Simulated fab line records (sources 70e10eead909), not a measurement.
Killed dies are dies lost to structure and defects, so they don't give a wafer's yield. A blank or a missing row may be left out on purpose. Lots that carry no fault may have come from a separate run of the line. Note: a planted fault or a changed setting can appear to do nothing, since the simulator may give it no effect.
The tool behind it: which one?    flow nand_harc    12 lots, 36 wafers sampled, at 1 step of a route of 1302

## WHAT THE GAUGES READ, wafer by wafer
NHARC_A_CONTACT_CD_MEAS_15.
lot   measured      on         cd_nm (nm)
L074  day 22 17:27  cd_sem-01  190.6 189.8 189.2
L078  day 23 15:58  cd_sem-02  189.0 190.3 189.5
L080  day 24 12:19  cd_sem-03  189.6 189.6 189.3
L081  day 24 23:31  cd_sem-02  189.0 190.5 190.8
L083  day 26 15:07  cd_sem-01  189.5 188.9 189.2
L086  day 26 20:32  cd_sem-03  189.9 189.3 189.2
L088  day 28 02:35  cd_sem-02  190.0 190.1 190.9
L089  day 28 08:05  cd_sem-01  189.8 189.6 189.4
L091  day 29 04:11  cd_sem-02  191.9 190.9 191.6
L092  day 30 08:01  cd_sem-01  190.1 190.5 190.1
L096  day 31 00:38  cd_sem-02  190.9 191.0 189.8
L097  day 32 11:06  cd_sem-02  189.7 191.0 190.1

## WHAT TOOL EACH LOT RAN ON (gives the tool, then ch and the chambers of the sampled wafers, and finally the start)
Record: no process step prior to these readings.

## THE ANSWER, worked out from the rows above alone
Rule: the lots themselves supply what counts as usual. Put in order of their means at a reading, lots are off if they are a third of the lots or fewer, leave a main group of 4 or more, and stand apart from it by a gap of 3 or more times the standard deviation of the main group's means; of several such gaps the widest counts. The tables above print the reading to a certain number of digits; a main group whose means all agree to those digits is not used. Also off: a lot with no number at a reading for which 4 or more lots have one. The other lots that the step has rows for count as sound.
No lot is off at any reading shown: from this, nothing can be told.

## WHAT THE SIMULATOR HAD INSERTED
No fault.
